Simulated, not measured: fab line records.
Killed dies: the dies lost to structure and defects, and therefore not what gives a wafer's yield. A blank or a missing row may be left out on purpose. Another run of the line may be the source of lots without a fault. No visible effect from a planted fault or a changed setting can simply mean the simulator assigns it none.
Commonality check across tools :: flow nand_harc :: 3 lots and 7 wafers in the sample

REASON IT WAS OPENED
At NHARC_END_SORT_01 the reading killed_at_periphery is flagged on 2 of 3 lots. Wafers without a fault read 4.0, standard deviation 2.6.
Rule: a lot is flagged in two cases, either no wafer of it has a number, or all its wafers with numbers fall more than 4 standard deviations from that mean. The rest of the lots are taken to be sound.

lot: L694
measured: day 26 04:15
on: prober-02
killed_at_periphery, wafer by wafer: 625 619 614
flag: FLAGGED

lot: L695
measured: day 27 09:05
on: prober-02
killed_at_periphery, wafer by wafer: 597 616 599
flag: FLAGGED

lot: L696
measured: day 28 03:58
on: prober-02
killed_at_periphery, wafer by wafer: 4
flag: 
On average the flagged lots read 611.7, which is +607.7 against the usual, or +99 or more standard deviations.

WHICH TOOL RAN EACH LOT
3 process steps preceding the reading are held in the record, out of 1302 steps in the route. Each cell gives the tool, then ch followed by the chambers the sampled wafers passed through, then the start.
lot: L694
flag: FLAGGED
NHARC_P_ZERO_WELL_ETCH_63: rie_si-05 ch 0,2,3, day 4 09:34
NHARC_P_STI_ETCH_42: no row
NHARC_P_GATE_DESCUM_31: no row

lot: L695
flag: FLAGGED
NHARC_P_ZERO_WELL_ETCH_63: rie_si-05 ch 0,1, day 4 19:41
NHARC_P_STI_ETCH_42: no row
NHARC_P_GATE_DESCUM_31: no row

lot: L696
flag: 
NHARC_P_ZERO_WELL_ETCH_63: rie_si-03 ch 1,3, day 5 05:36
NHARC_P_STI_ETCH_42: rie_diel-11 ch 1,3, day 6 04:37
NHARC_P_GATE_DESCUM_31: rie_diel-10 ch 0,1,3, day 8 17:18
What is done by these steps:
- NHARC_P_ZERO_WELL_ETCH_63: etches the open film in HBr/Cl2, target depth 120 nm, time 40.1 s.
- NHARC_P_STI_ETCH_42: etches the open film in N2/H2, target depth 80 nm, overetch 24 nm, time 61 s.
- NHARC_P_GATE_DESCUM_31: chemistry O2, time 3 s.
- NHARC_END_SORT_01

FLAGGED AGAINST TOTAL, ONE TOOL AT A TIME (gauges that did the reading follow at the end)
step: NHARC_P_ZERO_WELL_ETCH_63
tool: rie_si-03
lots run: 1
flagged: 0
share of the flagged lots: none
sound lots run after its first flagged lot: -

step: NHARC_P_ZERO_WELL_ETCH_63
tool: rie_si-05
lots run: 2
flagged: 2
share of the flagged lots: all
sound lots run after its first flagged lot: 0

step: NHARC_P_STI_ETCH_42
tool: rie_diel-11
lots run: 1
flagged: 0
share of the flagged lots: none
sound lots run after its first flagged lot: -

step: NHARC_P_GATE_DESCUM_31
tool: rie_diel-10
lots run: 1
flagged: 0
share of the flagged lots: none
sound lots run after its first flagged lot: -

step: NHARC_END_SORT_01
tool: prober-02
lots run: 3
flagged: 2
share of the flagged lots: all
sound lots run after its first flagged lot: 1 (L696)

THE TABLE: WHAT IT ALLOWS
In 2 table rows, all flagged lots were run: rie_si-05 (NHARC_P_ZERO_WELL_ETCH_63), prober-02 (NHARC_END_SORT_01).
- rie_si-05 at NHARC_P_ZERO_WELL_ETCH_63: 2 of its 2 lots flagged. Because this sample shows no sound lot run on it before its first flagged lot, the start cannot be pinned down more closely.
- prober-02 at NHARC_END_SORT_01: 2 of its 3 lots flagged. Lots that were sound ran on it after the first flagged one (L696); a persistent fault on the entire tool would not allow that.
rie_si-05 at NHARC_P_ZERO_WELL_ETCH_63 is the single tool remaining.

WHAT THE SIMULATOR HAD PUT IN
Skipped step whole: rie_si-05, from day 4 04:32 on, at NHARC_P_ZERO_WELL_ETCH_63. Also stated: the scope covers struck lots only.
Shown lots that were struck: L694, L695. The rule above found the same.
